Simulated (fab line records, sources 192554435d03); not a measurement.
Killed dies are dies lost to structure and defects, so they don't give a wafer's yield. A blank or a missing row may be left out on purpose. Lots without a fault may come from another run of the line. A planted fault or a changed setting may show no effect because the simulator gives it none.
Chamber matching | flow n5_finfet | N5_FIN_SAQP_SPACER2_ETCHBACK_29 on rie_diel-02: 4 sister chambers
The step etches SiO2 in CHF3/O2, target depth 12.2 nm, time 6.1 s. 8 wafers are shown with their chamber, then 8 later ones without.

WAFERS WITH THEIR CHAMBER
wafer  | chamber | throttle_valve_pct (%) | drypump_motor_current_A (A)
L074.1 | 2       | 19.27                  | 6.0
L082.5 | 1       | 18.67                  | 6.1
L083.2 | 0       | 18.85                  | 5.6
L083.5 | 0       | 18.85                  | 5.6
L087.2 | 3       | 18.79                  | 6.1
L087.3 | 1       | 18.67                  | 6.1
L087.6 | 3       | 18.78                  | 6.0
L089.2 | 2       | 19.30                  | 6.0

WAFERS WITHOUT THEIR CHAMBER
wafer  | throttle_valve_pct (%) | drypump_motor_current_A (A)
L089.3 | 18.79                  | 6.1
L089.6 | 18.81                  | 6.0
L092.3 | 19.33                  | 6.0
L092.4 | 18.69                  | 6.1
L092.6 | 19.30                  | 6.0
L095.2 | 18.91                  | 5.6
L095.5 | 18.81                  | 6.0
L095.6 | 18.89                  | 5.6

WHICH CHAMBER EACH WENT THROUGH
wafer  | from the rows above | in truth
L089.3 | 3                   | 3
L089.6 | 3                   | 3
L092.3 | 2                   | 2
L092.4 | 1                   | 1
L092.6 | 2                   | 2
L095.2 | 0                   | 0
L095.5 | 3                   | 3
L095.6 | 0                   | 0
Placed correctly: 8 of 8. Can't be placed from these rows: 0. Placed wrongly: 0.
How it was worked out, from the rows above alone: a wafer's distance from a chamber is the root of the sum, over the readings, of the square of ((its reading less the chamber's mean) divided by the reading's scatter). The wafer belongs to the nearest chamber; if the next one is less than 2 further off, it can't be placed. A chamber's mean is the mean of its shown wafers. The scatter: the root of (the sum of the squares of (reading less its chamber's mean) over the shown wafers, divided by (wafers less chambers)).
